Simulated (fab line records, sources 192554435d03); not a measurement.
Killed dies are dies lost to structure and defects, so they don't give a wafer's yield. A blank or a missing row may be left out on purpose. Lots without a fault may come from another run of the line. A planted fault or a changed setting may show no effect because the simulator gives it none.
fab line records | flow n5_finfet
record lots=12 wafers=31 last_day=17
route steps=1938 shown BEOL_M0_SAQP@700 BEOL_M0@717 BEOL_M4@1111 PASSIVATION@1936
lots that met no fault: from a run of the same line without faults
start_h: hours from the record's first day to the start of the lot's first wafer shown | wait_h: hours since the lot's step before | " the same as in the row above | L1.1+2: a row that stands for several wafers | - no value, or no start given | * or withheld: withheld | < > ~ a bound
route shown NAME@n: a module of which the file shows steps, and the number in the route of the first | usual: mean/standard deviation of fault-free wafers | same: alike in all rows | chamber/n: place in a boat | sites: the reading at each site | _std_site: their standard deviation | _edge_site: outer sites' mean less inner sites' | radius_mm: how far each site lies from the wafer's centre | mask NAME#n: copy n | behind: the tool/chamber that last shaped the wafer | hold: why the lot was held/for how many hours/how that ended | device: the transistor (n, p or np) that didn't switch | end of line: the same wafers' tests at the end of the route | a step without rows: its recipe alone | killed: dies lost to structure and defects at the first sort, not the wafer's yield | map: a wafer's dies, x killed, . not, _ none there
set.NAME: the setting as run; set.NAME@STEP: as run at that earlier step | model.NAME: the simulator's own value behind a step, which no gauge read
steps of the route over a sample of lots; a table a step, a row a wafer
services: from which hour (start_h, from the record's first day; less than 0 if before it) a tool's chamber was out of use, for how many hours, and why
## steps
# step N5_BEOL_M0_SAQP_STRIP_75
# recipe chemistry=CF4 resist=SiARC power_w=300 bias_power_w=75 pressure_mtorr=50 cf4_flow_sccm=150 rf_frequency_hz=6e+07
# usual drypump_motor_current_A=5.8/0.38 oes_product_au=0.179/0.022 rf_vpp_V=270.9/1.6 showerhead_plenum_p_Torr=1.79/0.061 throttle_valve_pct=13.73/0.28
# columns lot.wafer tool chamber start_h wait_h drypump_motor_current_A oes_product_au rf_hours_counter_h rf_vpp_V showerhead_plenum_p_Torr throttle_valve_pct
L705.1 rie_diel-06 0 118.55 0.1 5.4 0.160 224 269.9 1.71 13.96
L705.4 " 3 " " 5.9 0.213 14 270.8 1.76 13.36
L705.6 " 0 " " 5.5 0.163 - 268.1 1.71 13.96
L708.1 rie_diel-01 2 131.64 0.1 6.0 0.171 136 268.4 1.73 13.38
L708.4 " 3 " " 5.9 0.157 238 270.0 1.77 14.00
L708.5 " 3 " " 5.9 0.160 - 270.3 1.77 13.99
L709.1 rie_diel-06 1 133.61 0.1 6.2 0.180 144 273.1 1.86 13.84
L709.4 " 0 " " 5.5 0.163 228 268.4 1.71 13.97
L709.6 " 1 " " 6.2 0.172 - 272.4 1.86 13.84
L710.4 rie_diel-06 1 143.45 0.1 6.2 0.173 148 273.2 1.86 13.85
L710.5 " 0 " " 5.5 0.164 - 270.2 1.71 13.97
L711.5 rie_diel-06 0 148.67 0.0 5.5 0.167 - 270.3 1.71 14.00
L711.6 " 2 " " 5.7 0.161 - 269.2 1.72 14.17
L713.1 rie_diel-05 3 159.20 0.1 5.9 0.180 145 271.7 1.86 13.74
L713.2 " 0 " " 5.4 0.174 138 271.2 1.74 13.62
L713.3 " 1 " " 6.3 0.162 259 270.9 1.83 13.64
L714.5 rie_diel-01 3 166.50 0.0 5.9 0.153 - 272.0 1.76 14.01
L721.2 rie_diel-06 3 212.95 0.1 5.9 0.204 42 270.7 1.76 13.41
L721.4 " 2 " " 5.8 0.166 244 268.6 1.72 14.22
L721.6 " 1 " " 6.2 0.171 - 274.6 1.85 13.89
L722.2 rie_diel-06 2 214.04 0.1 5.7 0.161 245 268.4 1.72 14.23
L722.4 " 1 " " 6.2 0.171 - 273.0 1.85 13.90
L723.1 rie_diel-06 2 231.42 0.1 5.8 0.153 251 268.4 1.72 14.26
L723.4 " 3 " " 5.9 0.202 - 269.4 1.75 13.45
L723.5 " 1 " " 6.2 0.170 - 273.5 1.85 13.88
L725.3 rie_diel-05 3 233.61 0.1 5.9 0.169 168 273.1 1.86 13.80
L725.5 " 0 " " 5.4 0.167 - 269.7 1.73 13.68
L725.6 " 1 " " 6.2 0.221 - 272.9 1.83 13.06
L727.1 rie_diel-06 1 248.17 0.1 6.1 0.167 180 272.2 1.85 13.92
L727.3 " 3 " " 5.9 0.203 54 269.5 1.75 13.46
L727.4 " 1 " " 6.2 0.173 - 273.1 1.85 13.92
# step N5_BEOL_M0_STRIP_140
# recipe chemistry=CF4 resist=SiARC power_w=300 bias_power_w=75 pressure_mtorr=50 cf4_flow_sccm=150 rf_frequency_hz=6e+07
# usual drypump_motor_current_A=5.7/0.42 oes_product_au=0.82/0.083 rf_vpp_V=270.4/1.6 showerhead_plenum_p_Torr=1.77/0.051 throttle_valve_pct=13.56/0.26
# columns lot.wafer tool chamber start_h wait_h drypump_motor_current_A oes_product_au rf_hours_counter_h rf_vpp_V showerhead_plenum_p_Torr throttle_valve_pct
L705.1 rie_diel-03 2 120.69 0.1 5.7 0.90 16 270.5 1.75 13.37
L705.4 " 1 " " 5.5 0.68 - 269.9 1.76 14.16
L705.6 " 3 " " 5.3 0.71 - 268.6 1.73 13.74
L708.1 rie_diel-03 2 133.25 0.1 5.7 0.88 22 269.3 1.75 13.37
L708.4 " 1 " " 5.5 0.69 - 272.5 1.76 14.17
L708.5 " 2 " " 5.7 0.88 - 269.3 1.75 13.38
L709.1 rie_diel-03 1 137.15 0.3 5.5 0.68 244 268.5 1.76 14.16
L709.4 " 1 " " 5.5 0.68 - 270.3 1.76 14.17
L709.6 " 2 " " 5.7 0.87 - 268.4 1.75 13.37
L710.4 rie_diel-02 1 145.48 0.3 6.6 0.90 - 270.4 1.76 13.30
L710.5 " 2 " " 5.5 0.87 - 270.9 1.75 13.45
L711.5 rie_diel-03 0 154.48 0.3 5.4 0.95 - 271.8 1.78 13.51
L711.6 " 2 " " 5.7 0.86 - 271.6 1.75 13.38
L713.1 rie_diel-02 1 160.32 0.2 6.6 0.88 27 270.2 1.76 13.34
L713.2 " 2 " " 5.5 0.85 51 270.1 1.75 13.47
L713.3 " 3 " " 5.5 0.67 262 269.8 1.71 13.90
L714.5 rie_diel-04 1 167.79 0.1 5.8 0.86 - 271.0 1.74 13.29
L721.2 rie_diel-03 1 214.42 0.1 5.5 0.92 14 270.1 1.76 13.65
L721.4 " 2 " " 5.7 0.83 53 271.2 1.74 13.44
L721.6 " 1 " " 5.5 0.92 - 267.8 1.76 13.65
L722.2 rie_diel-03 0 215.09 0.1 5.4 0.90 29 268.9 1.77 13.59
L722.4 " 3 " " 5.2 0.69 206 269.4 1.71 13.82
L723.1 rie_diel-03 2 234.95 0.2 5.7 0.83 59 270.7 1.74 13.45
L723.4 " 0 " " 5.4 0.89 35 270.6 1.77 13.60
L723.5 " 0 " " 5.4 0.89 - 269.0 1.77 13.61
L725.3 rie_diel-02 2 235.00 0.1 5.5 0.82 82 269.4 1.74 13.52
L725.5 " 0 " " 5.6 0.89 - 272.0 1.81 13.27
L725.6 " 3 " " 5.6 0.88 - 273.7 1.92 13.33
L727.1 rie_diel-02 0 251.28 0.3 5.6 0.87 35 271.6 1.81 13.28
L727.3 " 2 " " 5.5 0.81 86 270.6 1.74 13.56
L727.4 " 3 " " 5.5 0.89 19 274.8 1.92 13.34
# step N5_BEOL_M0_WET_ETCH_106
# recipe chemistry=DHF dilution=10:1 temp_c=25 target=SiO2 target_depth_a=1300 dry=ipa_marangoni rinse_time_s=30 rinse_temp_c=23
# usual bath_heat_duty_pct=6.6/0.66 rinse_temp_c=23.01/0.1
# columns lot.wafer tool chamber start_h wait_h bath_heat_duty_pct rinse_temp_c
L705.1 wet_bench-02 6 120.78 - 6.1 23.02
L705.4 " 3 " " 6.3 23.07
L705.6 " 5 " " 5.4 23.11
L708.1 wet_bench-02 0 133.33 - 6.3 23.04
L708.4 " 7 " " 6.8 22.83
L708.5 " 4 " " 6.9 22.91
L709.1 wet_bench-04 2 137.24 - 6.7 23.06
L709.4 " 0 " " 6.3 23.09
L709.6 " 5 " " 5.6 22.93
L710.4 wet_bench-02 5 145.56 - 6.5 22.86
L710.5 " 7 " " 5.7 23.10
L711.5 wet_bench-02 6 154.56 - 6.7 23.08
L711.6 " 5 " " 5.2 22.91
L713.1 wet_bench-01 6 160.41 - - -
L713.2 " 5 " " - -
L713.3 " 7 " " - -
L714.5 wet_bench-02 7 167.86 - - -
L721.2 wet_bench-04 3 214.51 - 7.4 22.85
L721.4 " 7 " " 6.6 22.95
L721.6 " 2 " " 7.2 23.17
L722.2 wet_bench-04 2 215.18 - 6.6 23.14
L722.4 " 0 " " 6.9 23.10
L723.1 wet_bench-02 6 235.04 - 7.1 22.98
L723.4 " 0 " " 7.5 23.14
L723.5 " 4 " " 7.4 22.88
L725.3 wet_bench-01 5 235.11 - 6.9 23.01
L725.5 " 3 " " 6.1 22.94
L725.6 " 7 " " 6.4 22.83
L727.1 wet_bench-01 6 251.37 - 7.0 22.92
L727.3 " 3 " " 6.6 23.08
L727.4 " 5 " " 7.7 22.93
# step N5_BEOL_M4_RC_MEAS_101
# usual DIBL_N=35.1/1.5 DIBL_P=35.2/2 IOFF_N=0.146/0.028 IOFF_P=0.20/0.036 ION_N=670/12 ION_P=462/8.2 SS_N=71.2/0.63 SS_P=73.1/0.7 VT_N=250/3.6 VT_P=-251/3.3
# columns lot.wafer tool chamber start_h wait_h DIBL_N[mV/V] DIBL_P[mV/V] IOFF_N[nA/um] IOFF_P[nA/um] ION_N[uA/um] ION_P[uA/um] SS_N[mV/dec] SS_P[mV/dec] VT_N[mV] VT_P[mV]
L705.1 prober-01 0 168.76 0.0 34.7 33.7 0.115 0.16 634 440 70.6 73.0 256 -254
L705.4 " 0 " " 36.7 36.4 0.153 0.20 675 463 71.1 73.7 251 -254
L705.6 " 0 " " 37.3 36.6 0.167 0.21 669 453 71.8 73.5 247 -252
L708.1 prober-02 0 191.51 0.0 37.9 38.4 0.224 0.29 698 474 71.8 73.8 242 -245
L708.4 " 0 " " 36.7 36.5 0.184 0.26 659 458 71.6 74.0 247 -246
L708.5 " 0 " " 37.4 37.5 0.204 0.29 689 469 72.0 73.9 246 -245
L709.1 prober-01 0 191.73 0.1 33.9 32.1 0.117 0.17 671 464 70.1 72.3 253 -250
L709.4 " 0 " " 36.1 34.9 0.152 0.20 688 466 70.9 73.4 248 -250
L709.6 " 0 " " 36.2 35.1 0.156 0.21 692 476 71.3 73.6 249 -247
L710.4 prober-02 0 194.58 0.5 37.0 38.1 0.178 0.21 667 455 71.7 74.1 250 -252
L710.5 " 0 " " 36.6 38.4 0.183 0.22 674 467 71.6 74.4 246 -251
L711.5 prober-02 0 214.04 0.6 33.5 34.3 0.117 0.17 660 457 71.1 72.3 255 -253
L711.6 " 0 " " 37.4 39.3 0.196 0.26 680 465 72.9 73.2 248 -249
L721.2 prober-01 0 270.84 0.2 35.0 35.7 0.131 0.18 663 456 71.4 72.8 253 -252
L721.4 " 0 " " 32.5 32.3 0.098 0.14 652 454 70.6 72.6 256 -255
L721.6 " 0 " " 33.6 33.6 0.113 0.15 650 446 70.8 72.5 252 -256
L722.2 prober-02 0 272.36 0.2 36.0 35.4 0.151 0.20 675 464 71.0 73.1 251 -251
L722.4 " 0 " " 32.7 31.6 0.103 0.15 652 454 70.4 72.0 256 -256
L723.1 prober-02 0 291.47 0.0 33.3 32.2 0.128 0.20 673 473 70.5 72.3 248 -247
L723.4 " 0 " " 35.9 36.0 0.176 0.25 685 478 70.3 73.8 243 -244
L723.5 " 0 " " 33.4 32.5 0.126 0.20 666 467 70.4 72.7 249 -251
L725.3 prober-01 0 291.84 0.3 32.4 31.6 0.116 0.19 656 460 70.9 71.7 254 -251
L725.5 " 0 " " 32.4 31.9 0.120 0.19 666 462 71.7 72.3 252 -249
L725.6 " 0 " " 35.7 36.2 0.183 0.26 680 475 71.9 73.1 246 -245
L727.1 prober-01 0 324.03 0.0 33.1 32.6 0.103 0.15 657 456 70.5 71.4 257 -255
L727.3 " 0 " " 32.8 33.5 0.110 0.17 664 464 70.8 72.8 253 -253
L727.4 " 0 " " 33.7 33.0 0.116 0.16 670 451 70.2 72.3 253 -255
# step N5_PASSIVATION_PROBE_49
# usual defect_limited_yield=91.4/1.4 killed_at_M0_to_M3=32/10 killed_at_M4_up=13/5.6 killed_at_contacts=13/6.6 killed_at_front_end=39/13 killed_at_other=3.4/2.8 killed_dies=101/17 killed_on_rim=14/4.5 killed_open=66/13 killed_short=33/7 sort_bin_5_function=5.0/0.93 sort_bin_6_memory=3.2/0.65 sort_bin_8_speed=0.01/0.16 sort_n_pass=1078/17 sort_yield_pct=91.4/1.4
# same gross_dies=1180 killed_at_back_side=0 sort_bin_4_leakage[%]=0
# columns lot.wafer tool chamber start_h wait_h defect_limited_yield[%] killed_at_M0_to_M3 killed_at_M4_up killed_at_contacts killed_at_front_end killed_at_other killed_dies killed_on_rim killed_open killed_short sort_bin_5_function[%] sort_bin_6_memory[%] sort_bin_8_speed[%] sort_n_pass sort_yield_pct[%]
L708.1 prober-02 - 292.74 0.0 90.3 39 10 7 51 8 115 15 70 39 5.7 3.2 0 1065 90.3
L708.4 prober-02 - 292.89 0.2 90.8 45 9 16 22 16 108 16 70 38 5.5 3.0 0 1072 90.8
L708.5 prober-02 - 292.94 0.2 89.4 44 12 19 46 4 125 15 71 47 6.0 3.4 0 1055 89.4
L710.4 prober-01 - 305.95 0.2 91.1 19 13 24 38 11 105 13 66 38 5.3 3.4 0 1075 91.1
L710.5 prober-01 - 306.00 0.2 91.7 18 14 15 49 2 98 18 61 28 5.3 2.3 0 1082 91.7
L713.1 prober-02 - 323.01 0.0 0 1108 11 14 45 2 1180 152 73 22 96.1 3.7 0 0 0
L713.2 prober-02 - 323.06 0.1 0 1099 9 16 55 1 1180 152 68 48 95.7 3.7 0 0 0
L713.3 prober-02 - 323.11 0.1 0 1106 13 21 38 2 1180 152 70 35 96.7 2.8 0 0 0
L711.5 prober-02 - 325.19 0.2 90.6 29 11 11 60 0 111 9 82 28 5.8 3.5 0 1069 90.6
L711.6 prober-02 - 325.24 0.3 91.4 26 10 9 55 2 102 11 68 31 4.6 3.9 0 1078 91.4
L721.2 prober-02 - 378.13 0.1 93.6 27 10 9 28 2 76 11 51 24 3.6 2.7 0 1104 93.6
L721.4 prober-02 - 378.23 0.2 92.2 28 11 11 34 8 92 9 50 41 4.3 3.3 0 1088 92.2
L721.6 prober-02 - 378.33 0.3 91.1 53 11 7 32 2 105 17 59 43 5.3 3.2 0 1075 91.1
L722.2 prober-02 - 383.14 0.1 90.0 50 19 21 24 4 118 14 74 42 5.6 3.9 0 1062 90.0
L722.4 prober-02 - 383.24 0.2 91.6 43 12 11 28 5 99 14 56 38 5.1 2.5 0 1081 91.6
L723.1 prober-01 - 395.73 0.0 91.4 40 4 15 39 4 102 18 69 33 5.5 2.9 0 1078 91.4
L723.4 prober-01 - 395.88 0.2 91.3 36 13 12 38 4 103 15 65 32 4.6 3.3 0 1077 91.3
L723.5 prober-01 - 395.93 0.2 89.4 40 17 15 47 6 125 16 76 40 5.8 3.6 0 1055 89.4
# killed by level:class
L708.1 STI_FIN_REVEAL:geometric_particle:open=11 BEOL_M0_SAQP:geometric_particle:short=11 FIN_SAQP:geometric_particle:short=10 BEOL_M0_SAQP:geometric_particle:open=9 FIN_SAQP:geometric_particle:open=7 MOL_CONTACT_COAG:geometric_particle:open=6 BEOL_M2:geometric_particle:open=6 HKMG_FIN:area_etch=6
L708.4 BEOL_M2:geometric_particle:open=18 STI_FIN_REVEAL:geometric_particle:open=10 MOL_CONTACT_COAG:geometric_particle:open=10 BEOL_M3:geometric_particle:open=9 BEOL_M0_SAQP:geometric_particle:short=7 MOL_CONTACT_COAG:geometric_particle:short=6 BEOL_M0_SAQP:geometric_particle:open=6 FIN_SAQP:geometric_particle:short=4
L708.5 MOL_CONTACT_COAG:geometric_particle:open=15 BEOL_M2:geometric_particle:open=10 BEOL_M0_SAQP:geometric_particle:short=8 FIN_SAQP:geometric_particle:open=7 BEOL_M3:geometric_particle:short=7 HKMG_FIN:area_etch=7 BEOL_M4:geometric_particle:open=6 STI_FIN_REVEAL:geometric_particle:open=5
L710.4 MOL_CONTACT_COAG:geometric_particle:open=20 FIN_SAQP:geometric_particle:short=12 FIN_SAQP:geometric_particle:open=8 BEOL_M5:geometric_particle:open=7 DUMMY_GATE:geometric_particle:open=6 BEOL_M0_SAQP:geometric_particle:short=6 MOL_CONTACT_COAG:geometric_particle:short=4 BEOL_M2:geometric_particle:open=4
L710.5 MOL_CONTACT_COAG:geometric_particle:open=11 FIN_SAQP:geometric_particle:open=9 GATE_CUT:geometric_particle:short=9 BEOL_M2:geometric_particle:open=7 DUMMY_GATE:geometric_particle:open=6 GATE_CUT:geometric_particle:open=6 HKMG_FIN:area_etch=6 BEOL_M5:geometric_particle:open=4
L713.1 BEOL_M0:area_etch=1084 STI_FIN_REVEAL:geometric_particle:open=14 MOL_CONTACT_COAG:geometric_particle:open=13 FIN_SAQP:geometric_particle:short=9 FIN_SAQP:geometric_particle:open=8 BEOL_M1:geometric_particle:open=7 BEOL_M2:geometric_particle:open=5 BEOL_M0_SAQP:geometric_particle:open=4
L713.2 BEOL_M0:area_etch=1062 FIN_SAQP:geometric_particle:short=20 BEOL_M3:geometric_particle:open=12 MOL_CONTACT_COAG:geometric_particle:open=10 BEOL_M2:geometric_particle:open=8 GATE_CUT:geometric_particle:short=6 MOL_CONTACT_COAG:geometric_particle:short=6 FIN_SAQP:geometric_particle:open=5
L713.3 BEOL_M0:area_etch=1074 MOL_CONTACT_COAG:geometric_particle:open=17 FIN_SAQP:geometric_particle:open=13 BEOL_M0_SAQP:geometric_particle:short=7 FIN_SAQP:geometric_particle:short=6 BEOL_M1:geometric_particle:open=6 BEOL_M0_SAQP:geometric_particle:open=5 STI_FIN_REVEAL:geometric_particle:open=4
L711.5 FIN_SAQP:geometric_particle:open=19 BEOL_M2:geometric_particle:open=14 MOL_CONTACT_COAG:geometric_particle:open=8 BEOL_M1:geometric_particle:open=8 FIN_SAQP:geometric_particle:short=6 STI_FIN_REVEAL:geometric_particle:open=6 DUMMY_GATE:geometric_particle:open=5 BEOL_M4:geometric_particle:open=5
L711.6 STI_FIN_REVEAL:geometric_particle:open=17 MOL_CONTACT_COAG:geometric_particle:open=9 ILD0:geometric_particle:open=6 BEOL_M1:geometric_particle:open=6 FIN_SAQP:geometric_particle:short=5 GATE_CUT:geometric_particle:short=5 BEOL_M2:geometric_particle:open=5 FIN_SAQP:geometric_particle:open=4
L721.2 MOL_CONTACT_COAG:geometric_particle:open=9 FIN_SAQP:geometric_particle:short=8 BEOL_M0_SAQP:geometric_particle:open=8 DUMMY_GATE:geometric_particle:open=5 BEOL_M0_SAQP:geometric_particle:short=5 STI_FIN_REVEAL:geometric_particle:open=4 BEOL_M4:geometric_particle:open=4 BEOL_M3:geometric_particle:open=4
L721.4 GATE_CUT:geometric_particle:short=9 MOL_CONTACT_COAG:geometric_particle:open=9 BEOL_M0_SAQP:geometric_particle:short=8 GATE_CUT:geometric_particle:open=7 BEOL_M2:geometric_particle:open=6 PASS1_CAP:geometric_particle:short=5 STI_FIN_REVEAL:geometric_particle:open=3 DUMMY_GATE:geometric_particle:open=3
L721.6 BEOL_M1:geometric_particle:short=9 FIN_SAQP:geometric_particle:open=8 BEOL_M0_SAQP:geometric_particle:short=8 BEOL_M1:geometric_particle:open=8 BEOL_M2:geometric_particle:open=7 FIN_SAQP:geometric_particle:short=6 BEOL_M3:geometric_particle:open=6 DUMMY_GATE:geometric_particle:open=5
L722.2 MOL_CONTACT_COAG:geometric_particle:open=15 BEOL_M0_SAQP:geometric_particle:short=12 FIN_SAQP:geometric_particle:open=10 BEOL_M2:geometric_particle:open=10 BEOL_M1:geometric_particle:open=10 MOL_CONTACT_COAG:geometric_particle:short=6 BEOL_M0_SAQP:geometric_particle:open=6 GATE_CUT:geometric_particle:short=4
L722.4 BEOL_M0_SAQP:geometric_particle:open=9 BEOL_M0_SAQP:geometric_particle:short=8 BEOL_M3:geometric_particle:open=7 FIN_SAQP:geometric_particle:open=6 MOL_CONTACT_COAG:geometric_particle:open=6 BEOL_M1:geometric_particle:open=6 MOL_CONTACT_COAG:geometric_particle:short=5 BEOL_M1:geometric_particle:short=5
L723.1 MOL_CONTACT_COAG:geometric_particle:open=12 BEOL_M0_SAQP:geometric_particle:short=11 STI_FIN_REVEAL:geometric_particle:open=10 FIN_SAQP:geometric_particle:open=9 BEOL_M0_SAQP:geometric_particle:open=9 BEOL_M3:geometric_particle:open=8 DUMMY_GATE:geometric_particle:open=6 BEOL_M3:geometric_particle:short=6
L723.4 BEOL_M3:geometric_particle:open=11 BEOL_M0_SAQP:geometric_particle:open=10 STI_FIN_REVEAL:geometric_particle:open=9 MOL_CONTACT_COAG:geometric_particle:open=8 DUMMY_GATE:geometric_particle:open=6 HKMG_FIN:area_etch=6 BEOL_M0_SAQP:geometric_particle:short=5 BEOL_M4:geometric_particle:short=5
L723.5 BEOL_M0_SAQP:geometric_particle:short=11 MOL_CONTACT_COAG:geometric_particle:open=9 BEOL_M0_SAQP:geometric_particle:open=8 HKMG_FIN:area_etch=8 FIN_SAQP:geometric_particle:open=7 DUMMY_GATE:geometric_particle:open=7 MOL_CONTACT_COAG:geometric_particle:short=6 BEOL_M1:geometric_particle:open=6
## services
# columns tool chamber start_h hours kind
rie_diel-04 0 96.31 9.6 repair
wet_bench-02 - 104.91 3.7 repair
rie_diel-06 3 115.07 1.5 repair
rie_diel-05 - 119.41 0.5 repair
rie_diel-02 1 120.80 6.6 repair
rie_diel-02 0 121.77 3.9 repair
rie_diel-04 - 133.18 1.8 repair
rie_diel-03 0 136.09 6.4 repair
rie_diel-04 - 142.48 14.6 pm
rie_diel-06 1 147.10 9.0 repair
rie_diel-05 1 148.74 7.9 repair
rie_diel-04 2 159.86 12.2 repair
rie_diel-01 3 161.06 3.2 repair
rie_diel-06 0 162.19 6.6 repair
rie_diel-06 0 213.94 - clean
rie_diel-06 0 213.94 - consumable_replace:focus_ring
rie_diel-06 0 213.94 - consumable_replace:showerhead
rie_diel-06 0 213.94 17.7 scheduled_down
rie_diel-06 0 213.94 17.7 vent_cycle
rie_diel-06 2 231.70 - clean
rie_diel-06 2 231.70 - consumable_replace:focus_ring
rie_diel-06 2 231.70 - consumable_replace:showerhead
rie_diel-05 0 247.47 3.2 repair
rie_diel-05 3 249.30 7.6 repair
## key
first_sign step=N5_BEOL_M0_WET_ETCH_106 reading=tool_record direction=missing
effect step=N5_PASSIVATION_PROBE_49 reading=killed_at_M0_to_M3 direction=up sigmas=99+ usual=32 struck=1104
more_kills_born_at N5_BEOL_M0_WET_ETCH_106@wet_bench-01=3220
met_at N5_BEOL_M0_WET_ETCH_106
struck_lots L713,L714
rows_end L714.5
later_rows_left_out L713.1,L713.2,L713.3
not_acting_at N5_BEOL_M0_SAQP_STRIP_75,N5_BEOL_M0_STRIP_140
onset_between 154.56 160.41
fault kind=skipped_step_whole tool=wet_bench-01,wet_bench-02 chamber=- onset_h=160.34 steps=N5_BEOL_M0_WET_ETCH_106 scope=struck_lots_only
# later_rows_left_out: the simulator's readings of these wafers behind a module that went badly wrong aren't trusted and aren't shown, but for the sort
# rows_end: these wafers met a further fault down the route, and their rows from its step on are left out
